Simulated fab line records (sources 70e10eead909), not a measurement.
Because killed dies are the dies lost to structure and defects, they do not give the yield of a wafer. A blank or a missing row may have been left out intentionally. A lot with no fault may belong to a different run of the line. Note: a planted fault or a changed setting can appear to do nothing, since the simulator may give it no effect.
Matching of chambers + flow nand harc + cmp-03 running NHARC_A_WL_FILL_CMP_12: 4 sister chambers
The step polishes, t overpolish 30 s, target thk 75 nm. 39 wafers are shown with their chamber, then 12 later ones without.

## WAFERS PAIRED WITH THEIR CHAMBERS
| wafer  | chamber | motor current A (A) | overpolish run s (s) | time to endpoint s (s) |
|--------|---------|---------------------|----------------------|------------------------|
| L075.1 | 1       | 11.5                | 29.998               | 16.3                   |
| L075.2 | 3       | 10.2                | 29.997               | 13.7                   |
| L075.6 | 1       | 11.9                | 30.003               | 16.0                   |
| L077.3 | 2       | 12.7                | 29.995               | 13.0                   |
| L077.4 | 0       | 15.1                | 29.998               | 13.4                   |
| L077.5 | 0       | 14.6                | 30.009               | 12.1                   |
| L076.1 | 0       | 15.1                | 29.998               | 15.7                   |
| L076.2 | 1       | 11.9                | 30.007               | 14.3                   |
| L076.3 | 2       | 11.9                | 29.996               | 15.2                   |
| L076.4 | 3       | 10.6                | 29.997               | 14.3                   |
| L076.5 | 3       | 10.1                | 30.009               | 11.3                   |
| L076.6 | 0       | 13.7                | 30.008               | 15.6                   |
| L080.1 | 1       | 12.4                | 29.988               | 14.1                   |
| L080.4 | 3       | 10.2                | 30.002               | 12.3                   |
| L080.6 | 3       | 9.8                 | 30.008               | 13.0                   |
| L079.3 | 3       | 10.4                | 29.990               | 13.4                   |
| L079.5 | 0       | 14.2                | 30.002               | 13.7                   |
| L079.6 | 1       | 12.0                | 30.007               | 13.7                   |
| L083.2 | 0       | 13.7                | 29.998               | 12.3                   |
| L083.5 | 1       | 11.8                | 30.014               | 13.4                   |
| L083.6 | 0       | 13.5                | 29.999               | 11.0                   |
| L082.1 | 3       | 9.7                 | 30.000               | 14.9                   |
| L082.3 | 1       | 12.9                | 30.002               | 16.2                   |
| L082.5 | 1       | 11.7                | 30.006               | 16.0                   |
| L087.1 | 1       | 11.7                | 30.003               | 17.5                   |
| L087.3 | 3       | 10.0                | 29.996               | 13.3                   |
| L087.5 | 0       | 13.9                | 30.004               | 16.2                   |
| L089.4 | 3       | 10.7                | 30.001               | 13.1                   |
| L089.5 | 3       | 9.8                 | 30.014               | 14.9                   |
| L089.6 | 0       | 14.2                | 30.001               | 13.9                   |
| L088.2 | 2       | 12.5                | 29.988               | 15.0                   |
| L088.4 | 0       | 14.7                | 29.993               | 18.0                   |
| L088.6 | 0       | 14.1                | 29.988               | 16.7                   |
| L093.1 | 1       | 12.2                | 30.014               | 15.2                   |
| L093.2 | 0       | 13.6                | 30.003               | 15.5                   |
| L093.3 | 3       | 10.0                | 30.000               | 10.6                   |
| L095.3 | 0       | 13.7                | 30.003               | 16.8                   |
| L095.5 | 3       | 10.6                | 30.011               | 9.0                    |
| L095.6 | 2       | 12.1                | 29.981               | 13.3                   |

SIGNATURES (averages over the wafers above)
| reading            | chamber 0 | chamber 1 | chamber 2 | chamber 3 | scatter within a chamber |
|--------------------|-----------|-----------|-----------|-----------|--------------------------|
| motor current A    | 14.162    | 12.000    | 12.300    | 10.175    | 0.443                    |
| overpolish run s   | 30.00031  | 30.00420  | 29.99000  | 30.00208  | 0.00677                  |
| time to endpoint s | 14.685    | 15.270    | 14.125    | 12.817    | 1.76                     |
Rule: for a wafer and a chamber, the distance is found by dividing, reading by reading, the gap between the wafer's reading and the chamber's mean by the reading's scatter, squaring, summing and taking the root. If the next closest chamber is less than 2 further off than the closest, the wafer can't be placed; otherwise it belongs to the closest. The scatter is the square root of a quotient: the sum, over the shown wafers, of each reading's squared deviation from its chamber's mean, divided by wafers minus chambers.

## WAFERS WHOSE CHAMBER IS MISSING
| wafer  | motor current A (A) | overpolish run s (s) | time to endpoint s (s) |
|--------|---------------------|----------------------|------------------------|
| L094.1 | 9.9                 | 30.000               | 13.9                   |
| L094.2 | 12.2                | 30.014               | 16.2                   |
| L094.5 | 11.2                | 30.013               | 16.1                   |
| L094.3 | 14.5                | 29.991               | 15.8                   |
| L094.4 | 12.2                | 29.988               | 14.5                   |
| L094.6 | 11.8                | 30.006               | 14.1                   |
| L097.3 | 11.8                | 29.984               | 15.3                   |
| L097.4 | 13.6                | 30.004               | 18.0                   |
| L097.5 | 14.4                | 30.002               | 16.1                   |
| L097.1 | 10.1                | 30.001               | 13.1                   |
| L097.2 | 12.4                | 29.997               | 16.9                   |
| L097.6 | 12.5                | 29.993               | 18.9                   |

## CHAMBER TAKEN BY EACH
| wafer  | from the rows above          | in truth |
|--------|------------------------------|----------|
| L094.1 | 3                            | 3        |
| L094.2 | 1                            | 1        |
| L094.5 | can't be placed: 1 or 3      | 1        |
| L094.3 | 0                            | 0        |
| L094.4 | 2                            | 2        |
| L094.6 | can't be placed: 1 or 2      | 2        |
| L097.3 | can't be placed: 2 or 1      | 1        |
| L097.4 | can't be placed: 0 or 1 or 2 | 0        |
| L097.5 | 0                            | 0        |
| L097.1 | 3                            | 3        |
| L097.2 | can't be placed: 1 or 2      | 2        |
| L097.6 | can't be placed: 2 or 1 or 0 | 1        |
6 of 12 placed correctly. From these rows, 6 cannot be placed; in 6 the true chamber is one of the candidates. Placed wrongly: 0.
